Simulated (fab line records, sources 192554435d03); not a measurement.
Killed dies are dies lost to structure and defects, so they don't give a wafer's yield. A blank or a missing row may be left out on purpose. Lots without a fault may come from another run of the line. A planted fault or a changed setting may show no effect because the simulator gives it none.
A struck lot beside a sound one | flow n5_finfet | 18 steps out of a route of 1938
Sound: wafers L993.1, L993.4, L993.6. Struck: wafer L985.4. (L985.3 of the same lot was not struck and is left out.) The cause comes at the end.
At each step with rows: each side's tool, then ch and its chambers, then its first start. Under that, the readings that differ: sound wafers | struck wafers | difference of the means | sigmas: that difference in standard deviations of wafers without a fault.
alike: readings whose means differ by less than 2 such deviations, and words and numbers that are the same on both sides. not compared: withheld readings, readings that some wafer has no value for, bounds like >300 that may hide the same value, and numbers for which the record gives no deviation and whose values overlap.
The two part at a step that has a row with sigmas, a row that says differs or no value, or rows on one side only. Numbers that don't overlap but have no deviation are shown without sigmas and don't part them. A reading that every wafer of one side lacks parts them only if that side has two wafers or more.

N5_BEOL_M14_ETCH_68: etches SOC in N2/H2, time 450 s.
  sound on rie_diel-01 ch 0,1, day 15 11:14; struck on rie_diel-03 ch 1, day 12 20:28
  reading                     | sound       | struck | difference | sigmas
  drypump_motor_current_A (A) | 6.5 5.8 6.5 | 5.2    | -1.1       | -2
  alike: oes_product_au, rf_vpp_V, showerhead_plenum_p_Torr, throttle_valve_pct
  not compared: rf_hours_counter_h
then, 1 step without rows for these wafers: N5_BEOL_M14_STRIP_69 (strips in N2/H2).
N5_BEOL_M14_TRENCH_ETCH_34: etches SiO2 in C4F8/O2/Ar, target depth 556.65 nm, time 126.9 s.
  sound on rie_diel-01 ch 0,1, day 15 11:31; struck on rie_diel-03 ch 1, day 12 20:44
  reading                     | sound       | struck | difference | sigmas
  drypump_motor_current_A (A) | 6.5 5.8 6.6 | 5.2    | -1.1       | -2
  alike: oes_product_au, rf_vpp_V, showerhead_plenum_p_Torr, throttle_valve_pct
  not compared: rf_hours_counter_h
then, 1 step without rows for these wafers: N5_BEOL_M14_STRIP_70 (strips in C4F8/O2/Ar).
N5_BEOL_M14_OCD_MEAS_35:
  sound on ocd-01, day 15 11:40; struck on ocd-02, day 12 20:55
  alike: trench_depth_nm
then, 4 steps without rows for these wafers: N5_BEOL_M14_STRIP_37 (strips in O2); N5_BEOL_M14_ETCH_38 (etches SiCN in CF4/N2, target depth 106.5 nm, time 120.6 s); N5_BEOL_M14_PRECLEAN_39 (cleans in residue remover, time 60 s); N5_BEOL_M14_SRD_40 (time 30 s, dry time 30 s).
N5_BEOL_M14_DEGAS_41: time 60 s.
  sound on pvd_sputter-03, day 15 13:53; struck on pvd_sputter-02, day 13 00:37
  alike: heater_power_w
N5_BEOL_M14_PRE_CLEAN_42: time 30 s.
  sound on pvd_sputter-03, day 15 13:55; struck on pvd_sputter-02, day 13 00:40
  alike: heater_power_w
then, 1 step without rows for these wafers: N5_BEOL_M14_SPUTTER_43 (material TaN, target thk 15 nm, time 24.19 s).
N5_BEOL_M14_SPUTTER_44: material Ta, target thk 15 nm, time 24.19 s.
  sound on pvd_sputter-03, day 15 14:02; struck on pvd_sputter-02, day 13 00:47
  reading                                     | sound          | struck | difference | sigmas
  model.Ta_of_BEOL_M14_SPUTTER_44.thk_nm (nm) | 15.2 15.4 15.2 | 8      | -7         |
  alike: bias_v, throttle_valve_pct
N5_BEOL_M14_SPUTTER_45: material Cu, target thk 100 nm, time 16.67 s.
  sound on pvd_sputter-03, day 15 14:07; struck on pvd_sputter-02, day 13 00:52
  alike: bias_v, chuck_gas_flow_sccm, throttle_valve_pct
then, 2 steps without rows for these wafers: N5_BEOL_M14_ECD_47 (material Cu, target thk 1248 nm); N5_BEOL_M14_ANNEAL_48 (time 90 s).
N5_BEOL_M14_CMP_49: polishes, stops on SiO2, t overpolish 5.2 s, target thk 560 nm.
  sound on cmp-03 ch 0,2,3, day 15 14:48; struck on cmp-01 ch 0, day 13 01:40
  reading                      | sound             | struck | difference | sigmas
  barrier_field_endpoint_s (s) | 11.30 11.11 12.02 | 8.92   | -2.56      | -9
  alike: motor_current_A
then, 1 step without rows for these wafers: N5_PASSIVATION_PROBE_49.

WHERE THEY PART
First at N5_BEOL_M14_ETCH_68; last, within this record, at N5_BEOL_M14_CMP_49.

WHY: what the simulator had put in
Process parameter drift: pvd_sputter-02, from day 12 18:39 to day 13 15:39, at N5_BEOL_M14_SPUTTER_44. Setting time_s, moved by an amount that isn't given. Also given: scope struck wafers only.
